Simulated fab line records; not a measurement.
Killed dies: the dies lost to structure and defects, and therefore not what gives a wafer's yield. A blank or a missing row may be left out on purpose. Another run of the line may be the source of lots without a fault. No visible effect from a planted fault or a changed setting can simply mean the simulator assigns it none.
Which tool did it? ; flow n5 finfet ; 24 lots, 72 wafers sampled, at 2 steps of a route of 1938

== WHAT THE GAUGES READ, wafer by wafer ==
N5_BEOL_M7_OCD_MEAS_38.
lot;measured;on;trench depth nm (nm)
L074;day 9 02:12;ocd-02;92.1 93.1 96.2
L075;day 9 06:30;ocd-02;91.6 96.2 94.7
L077;day 9 12:14;ocd-02;96.8 93.2 92.9
L076;day 9 12:29;ocd-02;93.2 97.0 92.9
L078;day 9 23:05;ocd-02;89.7 91.6 92.8
L079;day 10 04:56;ocd-02;95.4 93.6 91.3
L080;day 10 11:41;ocd-01;96.2 90.4 91.4
L082;day 10 18:56;ocd-02;93.6 90.6 93.0
L081;day 10 19:10;ocd-02;93.9 94.4 95.2
L083;day 11 02:22;ocd-01;90.4 94.7 91.3
L085;day 11 02:45;ocd-02;91.6 92.6 93.5
L084;day 11 04:32;ocd-01;95.2 96.2 95.1
L086;day 12 10:17;ocd-02;94.7 95.4 92.3
L089;day 12 15:22;ocd-02;91.8 89.8 93.3
L087;day 12 15:25;ocd-01;93.6 92.5 94.4
L088;day 13 03:05;ocd-01;91.7 93.9 94.4
L091;day 13 07:00;ocd-01;89.0 92.3 93.9
L090;day 14 00:16;ocd-01;92.5 96.2 96.2
L092;day 14 12:16;ocd-01;93.5 91.8 92.4
L093;day 15 05:14;ocd-01;90.2 90.3 93.4
L096;day 15 06:03;ocd-02;94.3 95.6 93.0
L094;day 15 08:40;ocd-01;91.5 92.7 95.1
L097;day 16 03:18;ocd-02;94.6 91.7 90.2
L095;day 16 19:32;ocd-02;92.1 91.9 92.1

== TOOL THAT RAN EACH LOT (tool first, then ch and the chambers of the sampled wafers, then the start) ==
lot;N5_BEOL_M7_TRENCH_ETCH_37
L074;rie diel-04 ch 0,1,3, day 9 02:12 or earlier
L075;rie diel-04 ch 0,1,3, day 9 06:30 or earlier
L077;rie diel-06 ch 0,2,3, day 9 12:14 or earlier
L076;rie diel-04 ch 0,1, day 9 12:29 or earlier
L078;rie diel-02 ch 0,1,2, day 9 23:05 or earlier
L079;rie diel-02 ch 1,2,3, day 10 04:56 or earlier
L080;rie diel-02 ch 0,2,3, day 10 11:41 or earlier
L082;rie diel-02 ch 1,3, day 10 18:56 or earlier
L081;rie diel-04 ch 2,3, day 10 19:10 or earlier
L083;rie diel-02 ch 0,2,3, day 11 02:22 or earlier
L085;rie diel-06 ch 0,1,2, day 11 02:45 or earlier
L084;rie diel-04 ch 0,3, day 11 04:32 or earlier
L086;rie diel-04 ch 0,1,2, day 12 10:17 or earlier
L089;rie diel-02 ch 0,1,3, day 12 15:22 or earlier
L087;rie diel-04 ch 0,1,2, day 12 15:25 or earlier
L088;rie diel-06 ch 0,1,2, day 13 03:05 or earlier
L091;rie diel-02 ch 0,1,2, day 13 07:00 or earlier
L090;rie diel-06 ch 2,3, day 14 00:16 or earlier
L092;rie diel-04 ch 2,3, day 14 12:16 or earlier
L093;rie diel-02 ch 0,2,3, day 15 05:14 or earlier
L096;rie diel-04 ch 2,3, day 15 06:03 or earlier
L094;rie diel-04 ch 0,1, day 15 08:40 or earlier
L097;rie diel-02 ch 0,2,3, day 16 03:18 or earlier
L095;rie diel-04 ch 1,3, day 16 19:32 or earlier
- N5_BEOL_M7_TRENCH_ETCH_37: etches SiCOH lowk in C4F6/O2, target depth 93.478 nm, time 31.2 s.

== AS READ BY THE TOOLS THEMSELVES (means over the sampled wafers that have a number; for cases with no such wafer, the mark the record gives instead) ==
N5_BEOL_M7_TRENCH_ETCH_37.
lot;tool;C4F6_flow_sccm (sccm);drypump motor current A (A);oes product au (a.u.);rf vpp V (V);showerhead plenum p Torr (Torr);throttle valve pct (%)
L074;rie diel-04;10.00;5.5;0.79;659;2.91;20.92
L075;rie diel-04;10.02;5.5;0.80;659;2.91;20.91
L077;rie diel-06;10.00;5.6;0.79;662;2.82;20.90
L076;rie diel-04;10.00;5.8;0.77;664;2.93;20.88
L078;rie diel-02;9.99;5.8;0.79;663;2.85;20.94
L079;rie diel-02;10.01;5.7;0.82;667;2.91;20.87
L080;rie diel-02;10.01;5.5;0.79;668;2.90;20.97
L082;rie diel-02;10.00;5.4;0.76;663;2.87;20.80
L081;rie diel-04;9.97;5.2;0.83;666;2.86;21.00
L083;rie diel-02;10.01;5.6;0.78;668;2.90;20.98
L085;rie diel-06;10.01;5.4;0.71;663;2.86;21.04
L084;rie diel-04;9.98;5.2;0.81;653;2.89;20.96
L086;rie diel-04;9.98;5.4;0.77;671;2.86;20.99
L089;rie diel-02;9.98;5.3;0.72;662;2.86;20.92
L087;rie diel-04;10.03;5.4;0.77;672;2.86;20.98
L088;rie diel-06;9.97;5.4;0.79;662;2.86;20.94
L091;rie diel-02;10.01;5.8;0.77;662;2.84;20.98
L090;rie diel-06;9.99;6.1;0.82;664;2.80;20.97
L092;rie diel-04;10.02;5.2;0.78;665;2.85;21.04
L093;rie diel-02;10.02;5.6;0.75;667;2.89;21.03
L096;rie diel-04;10.01;5.2;0.79;665;2.85;21.06
L094;rie diel-04;9.97;5.8;0.73;663;2.91;20.94
L097;rie diel-02;10.01;5.5;0.85;667;2.88;20.90
L095;rie diel-04;10.01;5.8;0.73;660;2.91;20.97

== THE ANSWER, worked out from the rows above alone ==
Rule: what is usual is taken from the lots themselves. Put in order of their means at a reading, lots are off if they are a third of the lots or fewer, leave a main group of 4 or more, and stand apart from it by a gap of 3 or more times the standard deviation of the main group's means; of several such gaps the widest counts. Not used: any main group whose means are identical at the precision the tables above print for the reading. A lot without any number at a reading at which 4 lots or more have one is off too. The other lots that the step has rows for count as sound. After the gauges, taken in route order, come the tools' own readings; for these a lot's mean is taken, as printed above. At the first step where some lot is off, the reading lying furthest off is the one used; lots without a number count as furthest.
No lot is off at any reading shown: from this, nothing can be told.

== WHAT THE SIMULATOR PUT IN ==
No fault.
